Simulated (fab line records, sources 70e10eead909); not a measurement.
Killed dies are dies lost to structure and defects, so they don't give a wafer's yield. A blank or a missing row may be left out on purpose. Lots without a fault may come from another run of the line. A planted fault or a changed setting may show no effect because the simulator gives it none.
Chamber matching | flow nand_harc | NHARC_P_M1_DESCUM_14 on rie_diel-04: 4 sister chambers
The step chemistry O2, time 3 s. 22 wafers are shown with their chamber, then 11 later ones without.

WAFERS WITH THEIR CHAMBER
wafer  | chamber | showerhead_plenum_p_Torr (Torr) | drypump_motor_current_A (A) | rf_vpp_V (V)
L375.1 | 0       | 1.96                            | 5.7                         | 59.2
L375.4 | 0       | 1.96                            | 5.7                         | 57.7
L375.6 | 1       | 1.83                            | 5.6                         | 57.0
L376.1 | 2       | 2.00                            | 5.9                         | 57.4
L376.3 | 3       | 1.85                            | 5.3                         | 57.2
L376.5 | 3       | 1.85                            | 5.3                         | 57.0
L380.2 | 2       | 2.00                            | 5.9                         | 57.7
L380.3 | 0       | 1.96                            | 5.7                         | 57.9
L380.5 | 3       | 1.85                            | 5.3                         | 56.9
L379.2 | 2       | 2.00                            | 5.8                         | 58.0
L379.3 | 3       | 1.85                            | 5.3                         | 57.0
L379.5 | 2       | 2.00                            | 5.9                         | 57.9
L382.1 | 2       | 2.00                            | 5.9                         | 57.5
L382.2 | 1       | 1.82                            | 5.5                         | 56.7
L382.3 | 0       | 1.96                            | 5.7                         | 58.1
L386.1 | 0       | 1.96                            | 5.7                         | 58.2
L386.2 | 3       | 1.85                            | 5.3                         | 57.7
L386.4 | 1       | 1.82                            | 5.5                         | 57.6
L385.3 | 2       | 2.00                            | 5.8                         | 57.5
L385.4 | 1       | 1.82                            | 5.5                         | 57.9
L385.5 | 3       | 1.85                            | 5.3                         | 56.4
L390.1 | 0       | 1.96                            | 5.7                         | 58.6

SIGNATURES (means of the wafers above)
reading                  | chamber 0 | chamber 1 | chamber 2 | chamber 3 | scatter within a chamber
showerhead_plenum_p_Torr | 1.9600    | 1.8225    | 2.0000    | 1.8500    | 0.00204
drypump_motor_current_A  | 5.700     | 5.525     | 5.867     | 5.300     | 0.034
rf_vpp_V                 | 58.283    | 57.300    | 57.667    | 57.033    | 0.444
Rule: a wafer's distance from a chamber is the root of the sum, over the readings, of the square of ((its reading less the chamber's mean) divided by the reading's scatter). The wafer belongs to the nearest chamber; if the next one is less than 2 further off, it can't be placed. The scatter: the root of (the sum of the squares of (reading less its chamber's mean) over the shown wafers, divided by (wafers less chambers)).

WAFERS WITHOUT THEIR CHAMBER
wafer  | showerhead_plenum_p_Torr (Torr) | drypump_motor_current_A (A) | rf_vpp_V (V)
L390.3 | 1.82                            | 5.6                         | 56.8
L390.5 | 1.96                            | 5.7                         | 57.0
L391.3 | 1.96                            | 5.7                         | 57.5
L391.5 | 1.96                            | 5.7                         | 58.3
L391.6 | 1.82                            | 5.5                         | 56.4
L392.2 | 1.82                            | 5.5                         | 58.0
L392.3 | 2.00                            | 5.9                         | 58.2
L392.4 | 1.96                            | 5.7                         | 56.4
L394.1 | 1.96                            | 5.7                         | 57.2
L394.3 | 1.82                            | 5.5                         | 57.6
L394.4 | 2.00                            | 5.9                         | 57.6

WHICH CHAMBER EACH WENT THROUGH
wafer  | from the rows above | in truth
L390.3 | 1                   | 1
L390.5 | 0                   | 0
L391.3 | 0                   | 0
L391.5 | 0                   | 0
L391.6 | 1                   | 1
L392.2 | 1                   | 1
L392.3 | 2                   | 2
L392.4 | 0                   | 0
L394.1 | 0                   | 0
L394.3 | 1                   | 1
L394.4 | 2                   | 2
Placed correctly: 11 of 11. Can't be placed from these rows: 0. Placed wrongly: 0.
